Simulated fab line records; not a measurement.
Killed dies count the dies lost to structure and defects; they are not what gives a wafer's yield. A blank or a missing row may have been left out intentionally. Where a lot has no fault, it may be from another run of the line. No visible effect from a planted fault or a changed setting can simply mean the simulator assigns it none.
Problem report in the 8D (eight disciplines) form, filled by code / flow n5_finfet / the parts of the form that need people (team, actions taken, sign-off) are left out

## 1. PROBLEM STATEMENT
Mean of etch_rf_on_time_s at N5_BEOL_M7_ETCH_72: 6.62 s across 5 wafers in 3 lots; on wafers with no fault it is 5.19 s (standard deviation 0.14). That is +10 standard deviations from the usual mean.
The step: etches underlayer in N2/H2, target depth 6.5 nm, time 5.2 s.
The first sign was on wafer L528.2 at day 12 01:46, on rie_diel-06. The record holds 27 wafers of 10 lots with a number at this step. The rule behind "out" and "out of limits": a value lying over 4 standard deviations away from the usual mean. The rest of the wafers with a number are treated as sound.

## 2. WHAT IT IS, AND WHAT IT ISN'T
question=which readings at this step | is=etch_rf_on_time_s | is not=drypump_motor_current_A, oes_product_au, rf_vpp_V, showerhead_plenum_p_Torr, throttle_valve_pct
question=which lots | is=L528, L529, L530 | is not=L518, L519, L520, L522, L532, L533, L540
question=which wafers of those lots | is=L528.2, L528.6, L529.2, L530.2, L530.6 | is not=L529.5
question=read on which tools | is=rie_diel-06 | is not=rie_diel-01, rie_diel-04
question=when | is=from day 12 01:46 | is not=up to then (12 sound wafers); but 10 sound wafers of L529, L532, L533, L540 came after

## 3. THE SUSPECTS, EACH WITH WHAT RULES IT OUT
Counting: a tool at a process step up to the reading stays a suspect if it ran every lot that is out. Sound lots after the first of them don't rule it out here, since some wafers of a struck lot are sound.
- rie_diel-01 at N5_BEOL_M7_ETCH_61 (etches SiARC in CF4, target depth 45.5 nm, time 75.8 s): kept. It processed each lot that is out (first: L528, day 11 23:32); up to then, its last sound lot is L518 (day 9 05:10).
- rie_diel-01 at N5_BEOL_M7_ETCH_62 (etches SOC in N2/H2, target depth 110 nm, overetch 22 nm, time 165 s): kept. It processed each lot that is out (first: L528, day 11 23:35); up to then, its last sound lot is L518 (day 9 05:13).
- rie_diel-06 at N5_BEOL_M7_ETCH_72 (etches underlayer in N2/H2, target depth 6.5 nm, time 5.2 s): kept. It processed each lot that is out (first: L528, day 12 01:46); up to then, its last sound lot is L522 (day 10 07:40). On those wafers its own readings are out: etch_rf_on_time_s.
Left after counting: rie_diel-01 at N5_BEOL_M7_ETCH_61, rie_diel-01 at N5_BEOL_M7_ETCH_62, rie_diel-06 at N5_BEOL_M7_ETCH_72.

## 4. THE CAUSE (what the simulator had put in)
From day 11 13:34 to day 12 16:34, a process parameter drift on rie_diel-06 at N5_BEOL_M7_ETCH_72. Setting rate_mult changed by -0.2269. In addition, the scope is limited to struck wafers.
This tool is one of the 3 suspects left after counting.

## 5. SEQUENCE OF EFFECTS, ordered by route
Each row: a reading where the mean over the struck wafers with a number is more than 3 standard deviations away from the usual. Only readings for which the record gives a usual standard deviation are gone through. hours: the time from each lot's start at the first step in this table that gives one to its start at this step, as a median over the lots. sigmas: the change in usual standard deviations.
hours=0; step=N5_BEOL_M7_ETCH_72; reading=etch_rf_on_time_s; usual=5.19 s; on struck wafers=6.62; change=+1.43; sigmas=+10
It contains these process steps:
- N5_BEOL_M7_ETCH_72: etches underlayer in N2/H2, target depth 6.5 nm, time 5.2 s.

## 6. WHAT WOULD HAVE CAUGHT IT SOONER
In this record no reading fell out of limits until day 12 01:46, 12 hours after the fault had begun at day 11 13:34.
